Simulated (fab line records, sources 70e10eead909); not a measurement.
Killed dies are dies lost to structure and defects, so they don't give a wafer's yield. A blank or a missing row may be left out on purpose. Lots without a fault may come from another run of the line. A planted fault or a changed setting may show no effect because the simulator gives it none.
A struck lot beside a sound one | flow nand_harc | 14 steps out of a route of 1302
Sound: wafers L373.4, L373.5, L373.6. Struck: wafer L386.6. (L386.3, L386.5 of the same lot were not struck and are left out.) The cause comes at the end.
At each step with rows: each side's tool, then ch and its chambers, then its first start. Under that, the readings that differ: sound wafers | struck wafers | difference of the means | sigmas: that difference in standard deviations of wafers without a fault.
alike: readings whose means differ by less than 2 such deviations, and words and numbers that are the same on both sides. not compared: withheld readings, readings that some wafer has no value for, bounds like >300 that may hide the same value, and numbers for which the record gives no deviation and whose values overlap.
The two part at a step that has a row with sigmas, a row that says differs or no value, or rows on one side only. Numbers that don't overlap but have no deviation are shown without sigmas and don't part them. A reading that every wafer of one side lacks parts them only if that side has two wafers or more.

first, 2 steps without rows for these wafers: NHARC_A_ONON_D1_ANNEAL_15 (time 3600 s); NHARC_A_ONON_D1_DEP_16 (target thk 1000 nm).
NHARC_A_ONON_D1_THK_MEAS_18: measures by ellipsometry.
  sound on film_metro-02, day 8 19:00; struck on film_metro-02, day 13 12:28
  alike: thk_nm
then, 1 step without rows for these wafers: NHARC_A_ONON_D1_DEP_19 (target thk 1000 nm).
NHARC_A_ONON_D1_THK_MEAS_21: measures by ellipsometry.
  sound on film_metro-02, day 8 19:34; struck on film_metro-01, day 13 13:01
  reading     | sound          | struck | difference | sigmas
  thk_nm (nm) | 1024 1023 1025 | 990    | -34        | -4
then, 1 step without rows for these wafers: NHARC_A_ONON_D1_DEP_22 (target thk 1000 nm).
NHARC_A_ONON_D1_THK_MEAS_24: measures by ellipsometry.
  sound on film_metro-01, day 8 20:08; struck on film_metro-01, day 13 13:36
  alike: thk_nm
then, 1 step without rows for these wafers: NHARC_A_ONON_D1_DEP_25 (target thk 1000 nm).
NHARC_A_ONON_D1_THK_MEAS_27: measures by ellipsometry.
  sound on film_metro-01, day 8 20:50; struck on film_metro-02, day 13 14:11
  alike: thk_nm
then, 1 step without rows for these wafers: NHARC_A_ONON_D1_DEP_28 (target thk 1000 nm).
NHARC_A_ONON_D1_THK_MEAS_30: measures by ellipsometry.
  sound on film_metro-02, day 8 21:32; struck on film_metro-01, day 13 14:47
  alike: thk_nm
NHARC_A_ONON_D1_DEP_33: deposits SiO2, target thk 200 nm.
  sound on pecvd-02 ch 0,1,2, day 8 21:43; struck on pecvd-02 ch 2, day 13 14:55
  reading                   | sound             | struck | difference | sigmas
  mfc_precursor_sccm (sccm) | 162.0 161.3 161.2 | 232.7  | +71.2      | +99 or more
  alike: heater_power_w, throttle_valve_pct
  not compared: since_wet_clean_h
NHARC_A_ONON_D1_THK_MEAS_34: measures by ellipsometry.
  sound on film_metro-02, day 8 22:00; struck on film_metro-01, day 13 15:15
  reading     | sound             | struck | difference | sigmas
  thk_nm (nm) | 204.3 201.5 201.3 | 288.8  | +86.4      | +32
then, 1 step without rows for these wafers: NHARC_END_SORT_01.

WHERE THEY PART
First at NHARC_A_ONON_D1_THK_MEAS_21; last, within this record, at NHARC_A_ONON_D1_THK_MEAS_34.

WHY: what the simulator had put in
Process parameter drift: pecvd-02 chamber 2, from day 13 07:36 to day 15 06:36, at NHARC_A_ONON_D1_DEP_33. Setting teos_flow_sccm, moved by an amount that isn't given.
